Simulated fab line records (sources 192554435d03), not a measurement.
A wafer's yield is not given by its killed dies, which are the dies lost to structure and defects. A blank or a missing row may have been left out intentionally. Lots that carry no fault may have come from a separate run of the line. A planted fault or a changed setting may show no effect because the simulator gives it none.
What tool caused it? | flow n5-finfet | 24 lots, 72 wafers sampled, at 4 steps of a route of 1938

## WHAT THE GAUGES READ, wafer by wafer
N5_BEOL_M0_CUTY_CD_MEAS_57: the cd target is 200 nm. Usual: 200.1 nm for cd-nm, sd 0.88.
lot  | measured     | on        | cd-nm (nm)        | flag
L074 | day 5 20:14  | cd-sem-02 | 201.7 201.3 201.9 |
L075 | day 6 03:23  | cd-sem-02 | 199.4 199.2 198.8 |
L076 | day 6 09:19  | cd-sem-01 | 199.6 200.4 200.0 |
L077 | day 6 10:17  | cd-sem-03 | 200.2 199.4 200.4 |
L078 | day 6 15:52  | cd-sem-03 | 200.0 199.6 201.1 |
L079 | day 7 01:25  | cd-sem-03 | 200.7 200.6 200.4 |
L080 | day 7 05:04  | cd-sem-01 | 199.3 199.0 197.8 |
L081 | day 7 09:34  | cd-sem-03 | 200.0 200.1 201.0 |
L082 | day 7 17:25  | cd-sem-03 | 199.2 201.0 199.7 |
L083 | day 8 04:21  | cd-sem-03 | 199.6 200.2 199.8 |
L084 | day 8 08:14  | cd-sem-01 | 199.7 198.7 199.4 |
L085 | day 8 13:31  | cd-sem-02 | 200.2 200.2 199.9 |
L086 | day 8 18:38  | cd-sem-03 | 199.7 198.6 198.9 |
L087 | day 9 01:49  | cd-sem-03 | 200.5 201.4 201.4 |
L088 | day 9 05:38  | cd-sem-03 | 199.3 199.0 198.5 |
L089 | day 9 11:04  | cd-sem-01 | 199.2 199.7 200.5 |
L090 | day 9 17:24  | cd-sem-01 | 200.8 200.7 201.4 |
L091 | day 9 23:38  | cd-sem-03 | 201.1 199.7 199.7 |
L092 | day 10 05:46 | cd-sem-02 | 200.9 199.5 200.2 |
L093 | day 10 08:18 | cd-sem-02 | 201.9 199.7 201.4 |
L094 | day 10 13:06 | cd-sem-01 | 200.3 200.0 201.4 |
L095 | day 10 21:10 | cd-sem-01 | 200.4 201.2 201.5 |
L096 | day 11 05:47 | cd-sem-01 | 200.5 199.6 199.5 |
L097 | day 11 15:48 | cd-sem-01 | 201.0 201.2 201.0 |

## EACH LOT AND THE TOOL THAT RAN IT (in order: tool; ch and the chambers of the sampled wafers; start)
lot  | N5_BEOL_M0_SAQP_ETCH_101           | N5_BEOL_M0_SAQP_ETCH_106           | N5_BEOL_M0_SAQP_ALD_48
L074 | rie-diel-01 ch 0,3, day 5 16:14    | rie-diel-03 ch 0,1,3, day 5 16:55  | ald-sin-03 ch 0,1,3, day 5 19:08
L075 | rie-diel-03 ch 0,3, day 5 23:36    | rie-diel-03 ch 0,2, day 6 00:16    | ald-sin-01 ch 1,2, day 6 02:10
L076 | rie-diel-06 ch 0,2,3, day 6 05:14  | rie-diel-03 ch 1,2,3, day 6 06:01  | ald-sin-01 ch 1,2,3, day 6 08:18
L077 | rie-diel-01 ch 0,1,2, day 6 06:48  | rie-diel-06 ch 0,3, day 6 07:28    | ald-sin-01 ch 0,2,3, day 6 09:23
L078 | rie-diel-01 ch 1,2,3, day 6 11:09  | rie-diel-01 ch 1,2,3, day 6 12:04  | ald-sin-01 ch 0,2,3, day 6 14:51
L079 | rie-diel-03 ch 1,2,3, day 6 21:41  | rie-diel-01 ch 0,1,2, day 6 22:20  | ald-sin-03 ch 0,1,2, day 7 00:22
L080 | rie-diel-01 ch 1,2,3, day 7 01:35  | rie-diel-01 ch 1,3, day 7 02:16    | ald-sin-03 ch 0,2,3, day 7 04:02
L081 | rie-diel-06 ch 0,2,3, day 7 05:59  | rie-diel-03 ch 1,2,3, day 7 06:39  | ald-sin-02 ch 0,2, day 7 08:32
L082 | rie-diel-01 ch 0,1, day 7 13:36    | rie-diel-01 ch 0,1, day 7 14:19    | ald-sin-01 ch 2,3, day 7 16:23
L083 | rie-diel-06 ch 0,1,2, day 8 00:42  | rie-diel-06 ch 0,2,3, day 8 01:22  | ald-sin-02 ch 0,1,2, day 8 03:20
L084 | rie-diel-01 ch 0,1, day 8 04:32    | rie-diel-06 ch 0,1,3, day 8 05:13  | ald-sin-03 ch 0,3, day 8 07:20
L085 | rie-diel-06 ch 1,2,3, day 8 09:13  | rie-diel-01 ch 0,2,3, day 8 10:08  | ald-sin-01 ch 1,2,3, day 8 12:29
L086 | rie-diel-06 ch 0,1,3, day 8 14:13  | rie-diel-01 ch 2,3, day 8 14:53    | ald-sin-03 ch 0,1, day 8 17:37
L087 | rie-diel-01 ch 0,2,3, day 8 21:44  | rie-diel-03 ch 0,2, day 8 22:33    | ald-sin-01 ch 0,1, day 9 00:48
L088 | rie-diel-03 ch 0,1,2, day 9 01:11  | rie-diel-06 ch 0,1,2, day 9 01:51  | ald-sin-03 ch 0,3, day 9 04:26
L089 | rie-diel-03 ch 0,1,3, day 9 07:24  | rie-diel-06 ch 1,2,3, day 9 08:04  | ald-sin-01 ch 1,2,3, day 9 10:02
L090 | rie-diel-06 ch 0,2,3, day 9 13:46  | rie-diel-06 ch 1,2,3, day 9 14:26  | ald-sin-03 ch 1,2, day 9 16:22
L091 | rie-diel-03 ch 0,2,3, day 9 19:02  | rie-diel-03 ch 0,2,3, day 9 20:02  | ald-sin-02 ch 0,1,3, day 9 22:44
L092 | rie-diel-01 ch 2,3, day 10 02:21   | rie-diel-06 ch 0,3, day 10 03:07   | ald-sin-03 ch 0,1,3, day 10 04:53
L093 | rie-diel-06 ch 0,1, day 10 04:40   | rie-diel-01 ch 0,1,2, day 10 05:37 | ald-sin-03 ch 0,2,3, day 10 07:25
L094 | rie-diel-06 ch 0,2,3, day 10 09:23 | rie-diel-03 ch 1,2, day 10 10:03   | ald-sin-01 ch 0,3, day 10 12:13
L095 | rie-diel-06 ch 1,2, day 10 17:25   | rie-diel-03 ch 0,1, day 10 18:05   | ald-sin-03 ch 0,2,3, day 10 20:09
L096 | rie-diel-03 ch 1,2,3, day 11 01:47 | rie-diel-06 ch 0,2,3, day 11 02:28 | ald-sin-01 ch 1,2,3, day 11 04:46
L097 | rie-diel-06 ch 0,2,3, day 11 12:07 | rie-diel-06 ch 1,2,3, day 11 12:47 | ald-sin-02 ch 0,2,3, day 11 14:54
- N5_BEOL_M0_SAQP_ETCH_101: etches SiNx in CH3F/O2, target depth 29.9 nm, time 42.7 s.
- N5_BEOL_M0_SAQP_ETCH_106: etches SOC in N2/H2, stops on SiNx, target depth 150 nm.
- N5_BEOL_M0_SAQP_ALD_48: deposits SiO2, target thk 20 nm, pulse time 1 s, co reactant pulse time 1 s.

## AS READ BY THE TOOLS THEMSELVES (means over the sampled wafers that have a number; for cases with no such wafer, the mark the record gives instead)
N5_BEOL_M0_SAQP_ETCH_101. Usual: drypump-motor-current-A 5.9 A, standard deviation 0.39; mfc-ar-sccm 150.0 sccm, standard deviation 0.49; oes-product-au 0.81 a.u., standard deviation 0.094; rf-vpp-V 296 V, standard deviation 3.4; showerhead-plenum-p-Torr 1.99 Torr, standard deviation 0.064; throttle-valve-pct 16.34 %, standard deviation 0.15.
lot  | tool        | drypump-motor-current-A (A) | mfc-ar-sccm (sccm) | oes-product-au (a.u.) | rf-vpp-V (V) | showerhead-plenum-p-Torr (Torr) | throttle-valve-pct (%) | flag
L074 | rie-diel-01 | 5.6                         | 150.3              | 0.78                  | 293          | 1.99                            | 16.52                  |
L075 | rie-diel-03 | 6.0                         | 149.6              | 0.88                  | 298          | 1.96                            | 16.33                  |
L076 | rie-diel-06 | 5.9                         | 149.5              | 0.77                  | 296          | 2.01                            | 16.27                  |
L077 | rie-diel-01 | 5.6                         | 149.9              | 0.75                  | 296          | 1.97                            | 16.62                  |
L078 | rie-diel-01 | 5.8                         | 149.7              | 0.84                  | 296          | 1.99                            | 16.41                  |
L079 | rie-diel-03 | 5.8                         | 149.9              | 0.80                  | 296          | 2.01                            | 16.21                  |
L080 | rie-diel-01 | 5.8                         | 150.2              | 0.83                  | 296          | 1.99                            | 16.40                  |
L081 | rie-diel-06 | 5.9                         | 150.1              | 0.76                  | 296          | 2.00                            | 16.28                  |
L082 | rie-diel-01 | 5.5                         | 150.0              | 0.88                  | 294          | 1.94                            | 16.41                  |
L083 | rie-diel-06 | 6.1                         | 150.0              | 0.84                  | 295          | 2.03                            | 16.32                  |
L084 | rie-diel-01 | 5.5                         | 150.6              | 0.79                  | 294          | 1.92                            | 16.53                  |
L085 | rie-diel-06 | 5.9                         | 150.1              | 0.82                  | 293          | 1.96                            | 16.30                  |
L086 | rie-diel-06 | 6.2                         | 149.7              | 0.80                  | 295          | 1.98                            | 16.32                  |
L087 | rie-diel-01 | 5.7                         | 150.1              | 0.89                  | 296          | 2.01                            | 16.31                  |
L088 | rie-diel-03 | 5.7                         | 149.5              | 0.80                  | 299          | 2.02                            | 16.33                  |
L089 | rie-diel-03 | 5.8                         | 150.0              | 0.79                  | 298          | 1.98                            | 16.29                  |
L090 | rie-diel-06 | 5.9                         | 150.0              | 0.74                  | 296          | 2.00                            | 16.31                  |
L091 | rie-diel-03 | 6.0                         | 149.7              | 0.83                  | 296          | 1.97                            | 16.32                  |
L092 | rie-diel-01 | 5.9                         | 149.8              | 0.86                  | 294          | 2.03                            | 16.28                  |
L093 | rie-diel-06 | 6.4                         | 150.0              | 0.80                  | 296          | 2.04                            | 16.35                  |
L094 | rie-diel-06 | 5.9                         | 150.0              | 0.74                  | 295          | 2.00                            | 16.32                  |
L095 | rie-diel-06 | 6.0                         | 150.5              | 0.87                  | 292          | 1.98                            | 16.35                  |
L096 | rie-diel-03 | 5.8                         | 149.8              | 0.76                  | 297          | 2.00                            | 16.26                  |
L097 | rie-diel-06 | 5.9                         | 149.8              | 0.73                  | 296          | 1.99                            | 16.34                  |

N5_BEOL_M0_SAQP_ETCH_106. Usual: drypump-motor-current-A 5.9 A, standard deviation 0.38; oes-product-au 0.81 a.u., standard deviation 0.086; rf-vpp-V 240.8 V, standard deviation 1.3; showerhead-plenum-p-Torr 2.54 Torr, standard deviation 0.081; throttle-valve-pct 17.78 %, standard deviation 0.16.
lot  | tool        | drypump-motor-current-A (A) | oes-product-au (a.u.) | rf-vpp-V (V) | showerhead-plenum-p-Torr (Torr) | throttle-valve-pct (%) | flag
L074 | rie-diel-03 | 5.8                         | 0.82                  | 241.0        | 2.53                            | 17.67                  |
L075 | rie-diel-03 | 5.9                         | 0.87                  | 241.3        | 2.57                            | 17.79                  |
L076 | rie-diel-03 | 5.8                         | 0.79                  | 240.6        | 2.56                            | 17.65                  |
L077 | rie-diel-06 | 6.3                         | 0.75                  | 241.2        | 2.58                            | 17.77                  |
L078 | rie-diel-01 | 5.8                         | 0.82                  | 241.4        | 2.53                            | 17.93                  |
L079 | rie-diel-01 | 5.6                         | 0.83                  | 240.8        | 2.50                            | 17.96                  |
L080 | rie-diel-01 | 5.9                         | 0.85                  | 240.6        | 2.54                            | 17.80                  |
L081 | rie-diel-03 | 5.8                         | 0.78                  | 241.5        | 2.56                            | 17.67                  |
L082 | rie-diel-01 | 5.5                         | 0.86                  | 239.0        | 2.47                            | 17.87                  |
L083 | rie-diel-06 | 5.9                         | 0.75                  | 240.7        | 2.54                            | 17.73                  |
L084 | rie-diel-06 | 6.2                         | 0.80                  | 240.6        | 2.52                            | 17.78                  |
L085 | rie-diel-01 | 5.7                         | 0.88                  | 240.7        | 2.56                            | 17.79                  |
L086 | rie-diel-01 | 6.0                         | 0.87                  | 240.8        | 2.59                            | 17.77                  |
L087 | rie-diel-03 | 5.9                         | 0.84                  | 240.8        | 2.56                            | 17.82                  |
L088 | rie-diel-06 | 6.1                         | 0.83                  | 241.8        | 2.57                            | 17.77                  |
L089 | rie-diel-06 | 5.9                         | 0.79                  | 240.5        | 2.49                            | 17.74                  |
L090 | rie-diel-06 | 5.9                         | 0.79                  | 240.7        | 2.49                            | 17.74                  |
L091 | rie-diel-03 | 6.0                         | 0.83                  | 240.3        | 2.51                            | 17.75                  |
L092 | rie-diel-06 | 6.3                         | 0.72                  | 241.2        | 2.56                            | 17.81                  |
L093 | rie-diel-01 | 5.6                         | 0.79                  | 240.2        | 2.49                            | 18.00                  |
L094 | rie-diel-03 | 5.4                         | 0.73                  | 242.0        | 2.60                            | 17.77                  |
L095 | rie-diel-03 | 5.7                         | 0.79                  | 241.2        | 2.52                            | 17.85                  |
L096 | rie-diel-06 | 5.9                         | 0.73                  | 240.6        | 2.53                            | 17.77                  |
L097 | rie-diel-06 | 5.9                         | 0.78                  | 239.6        | 2.48                            | 17.76                  |

N5_BEOL_M0_SAQP_ALD_48. Usual: heater-power-w 78 W, standard deviation 9.7; precursor-pulse-height-rel 1.000, standard deviation 0.019.
lot  | tool       | heater-power-w (W) | precursor-pulse-height-rel | flag
L074 | ald-sin-03 | 73                 | 0.989                      |
L075 | ald-sin-01 | 82                 | 0.995                      |
L076 | ald-sin-01 | 83                 | 0.980                      |
L077 | ald-sin-01 | 78                 | 0.983                      |
L078 | ald-sin-01 | 77                 | 0.996                      |
L079 | ald-sin-03 | 81                 | 1.000                      |
L080 | ald-sin-03 | 82                 | 1.007                      |
L081 | ald-sin-02 | 73                 | 1.008                      |
L082 | ald-sin-01 | 86                 | 0.996                      |
L083 | ald-sin-02 | 75                 | 1.009                      |
L084 | ald-sin-03 | 77                 | 0.999                      |
L085 | ald-sin-01 | 82                 | 1.001                      |
L086 | ald-sin-03 | 70                 | 0.996                      |
L087 | ald-sin-01 | 69                 | 0.995                      |
L088 | ald-sin-03 | 74                 | 0.989                      |
L089 | ald-sin-01 | 82                 | 0.998                      |
L090 | ald-sin-03 | 78                 | 0.997                      |
L091 | ald-sin-02 | 69                 | 0.993                      |
L092 | ald-sin-03 | 72                 | 0.989                      |
L093 | ald-sin-03 | 85                 | 1.023                      |
L094 | ald-sin-01 | 74                 | 1.008                      |
L095 | ald-sin-03 | 83                 | 1.003                      |
L096 | ald-sin-01 | 82                 | 1.004                      |
L097 | ald-sin-02 | 73                 | 0.987                      |

## THE ANSWER, worked out from the rows above alone
Rule: take the mean of a lot's wafers that have a number; if it is more than 3 standard deviations from the usual mean, the lot is off. Also off: a lot with no number at a reading for which 4 or more lots have one. All remaining lots with rows at the step are treated as sound. Order of review: gauges by route order, followed by the tools' own readings, for which a lot's mean as printed above is used. At the first step where some lot is off, the reading lying furthest off is the one used; lots without a number count as furthest.
No lot is off at any reading shown: from this, nothing can be told.

## WHAT WAS PUT IN BY THE SIMULATOR
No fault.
